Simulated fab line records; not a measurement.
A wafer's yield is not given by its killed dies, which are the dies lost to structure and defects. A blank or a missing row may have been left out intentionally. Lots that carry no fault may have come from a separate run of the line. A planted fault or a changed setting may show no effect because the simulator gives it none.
Matching of chambers || flow nandHarc || NHARC_A_STAIRCASE_DESCUM_186 on rieDiel-04 has 4 sister chambers
The step chemistry O2, time 3 s. 8 wafers are shown with their chamber, then 10 later ones without.

EACH WAFER AND ITS CHAMBER
{"wafer": "L077.1", "chamber": 0, "showerheadPlenumPTorr (Torr)": 1.87, "oesProductAu (a.u.)": 1.015}
{"wafer": "L077.4", "chamber": 3, "showerheadPlenumPTorr (Torr)": 1.77, "oesProductAu (a.u.)": 0.993}
{"wafer": "L077.6", "chamber": 2, "showerheadPlenumPTorr (Torr)": 1.96, "oesProductAu (a.u.)": 1.007}
{"wafer": "L081.2", "chamber": 2, "showerheadPlenumPTorr (Torr)": 1.96, "oesProductAu (a.u.)": 0.998}
{"wafer": "L081.4", "chamber": 3, "showerheadPlenumPTorr (Torr)": 1.77, "oesProductAu (a.u.)": 1.002}
{"wafer": "L081.6", "chamber": 1, "showerheadPlenumPTorr (Torr)": 1.82, "oesProductAu (a.u.)": 1.017}
{"wafer": "L084.2", "chamber": 1, "showerheadPlenumPTorr (Torr)": 1.82, "oesProductAu (a.u.)": 1.022}
{"wafer": "L084.4", "chamber": 0, "showerheadPlenumPTorr (Torr)": 1.86, "oesProductAu (a.u.)": 1.011}

WAFERS WITHOUT THEIR CHAMBER
{"wafer": "L084.5", "showerheadPlenumPTorr (Torr)": 1.86, "oesProductAu (a.u.)": 1.022}
{"wafer": "L085.3", "showerheadPlenumPTorr (Torr)": 1.82, "oesProductAu (a.u.)": 1.014}
{"wafer": "L085.4", "showerheadPlenumPTorr (Torr)": 1.96, "oesProductAu (a.u.)": 1.010}
{"wafer": "L085.6", "showerheadPlenumPTorr (Torr)": 1.96, "oesProductAu (a.u.)": 1.015}
{"wafer": "L086.2", "showerheadPlenumPTorr (Torr)": 1.95, "oesProductAu (a.u.)": 1.019}
{"wafer": "L086.4", "showerheadPlenumPTorr (Torr)": 1.86, "oesProductAu (a.u.)": 0.992}
{"wafer": "L086.5", "showerheadPlenumPTorr (Torr)": 2.07, "oesProductAu (a.u.)": 1.006}
{"wafer": "L096.1", "showerheadPlenumPTorr (Torr)": 1.86, "oesProductAu (a.u.)": 1.015}
{"wafer": "L096.3", "showerheadPlenumPTorr (Torr)": 1.81, "oesProductAu (a.u.)": 1.023}
{"wafer": "L096.5", "showerheadPlenumPTorr (Torr)": 1.86, "oesProductAu (a.u.)": 0.995}

CHAMBER TAKEN BY EACH
{"wafer": "L084.5", "from the rows above": 0, "in truth": 0}
{"wafer": "L085.3", "from the rows above": 1, "in truth": 1}
{"wafer": "L085.4", "from the rows above": 2, "in truth": 2}
{"wafer": "L085.6", "from the rows above": 2, "in truth": 2}
{"wafer": "L086.2", "from the rows above": 2, "in truth": 2}
{"wafer": "L086.4", "from the rows above": 0, "in truth": 0}
{"wafer": "L086.5", "from the rows above": 2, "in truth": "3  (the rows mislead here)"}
{"wafer": "L096.1", "from the rows above": 0, "in truth": 0}
{"wafer": "L096.3", "from the rows above": 1, "in truth": 1}
{"wafer": "L096.5", "from the rows above": 0, "in truth": 0}
9 of 10 placed correctly. Left unplaced by these rows: 0. Number placed wrongly: 1.
How it was worked out, from the rows above alone: a wafer's distance from a chamber is the root of the sum, over the readings, of the square of ((its reading less the chamber's mean) divided by the reading's scatter). The wafer belongs to the nearest chamber; if the next one is less than 2 further off, it can't be placed. Each chamber's mean is taken over the wafers shown for it. The scatter is the square root of a quotient: the sum, over the shown wafers, of each reading's squared deviation from its chamber's mean, divided by wafers minus chambers.
